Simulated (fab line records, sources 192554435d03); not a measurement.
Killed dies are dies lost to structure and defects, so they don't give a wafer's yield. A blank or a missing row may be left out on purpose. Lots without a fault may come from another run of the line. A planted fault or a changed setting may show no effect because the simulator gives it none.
Chamber matching | flow n5_finfet | N5_BEOL_M9_ETCH_62 on rie_diel-05: 4 sister chambers
The step etches SOC in N2/H2, target depth 110 nm, overetch 22 nm, time 165 s. 4 wafers are shown with their chamber, then 12 later ones without.

WAFERS WITH THEIR CHAMBER
wafer  | chamber | drypump_motor_current_A (A)
L081.6 | 3       | 5.1
L083.1 | 2       | 5.1
L083.2 | 0       | 6.0
L083.5 | 1       | 5.8

WAFERS WITHOUT THEIR CHAMBER
wafer  | drypump_motor_current_A (A)
L085.1 | 6.1
L085.3 | 5.2
L085.5 | 5.8
L087.1 | 5.9
L087.4 | 5.2
L087.5 | 5.2
L088.1 | 5.9
L088.3 | 5.1
L088.6 | 5.9
L096.2 | 6.1
L096.4 | 5.1
L096.6 | 5.8

WHICH CHAMBER EACH WENT THROUGH
wafer  | from the rows above     | in truth
L085.1 | 0                       | 0
L085.3 | can't be placed: 2 or 3 | 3
L085.5 | 1                       | 1
L087.1 | can't be placed: 0 or 1 | 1
L087.4 | can't be placed: 2 or 3 | 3
L087.5 | can't be placed: 2 or 3 | 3
L088.1 | can't be placed: 0 or 1 | 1
L088.3 | can't be placed: 2 or 3 | 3
L088.6 | can't be placed: 0 or 1 | 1
L096.2 | 0                       | 0
L096.4 | can't be placed: 2 or 3 | 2
L096.6 | 1                       | 1
Placed correctly: 4 of 12. Can't be placed from these rows: 8 (the true chamber is among the candidates in 8). Placed wrongly: 0.
How it was worked out, from the rows above alone: a wafer's distance from a chamber is the root of the sum, over the readings, of the square of ((its reading less the chamber's mean) divided by the reading's scatter). The wafer belongs to the nearest chamber; if the next one is less than 2 further off, it can't be placed. A chamber's mean is the mean of its shown wafers. The scatter: with one shown wafer a chamber, the root of the mean of the squares of how far each hidden wafer lies from its nearest shown one.
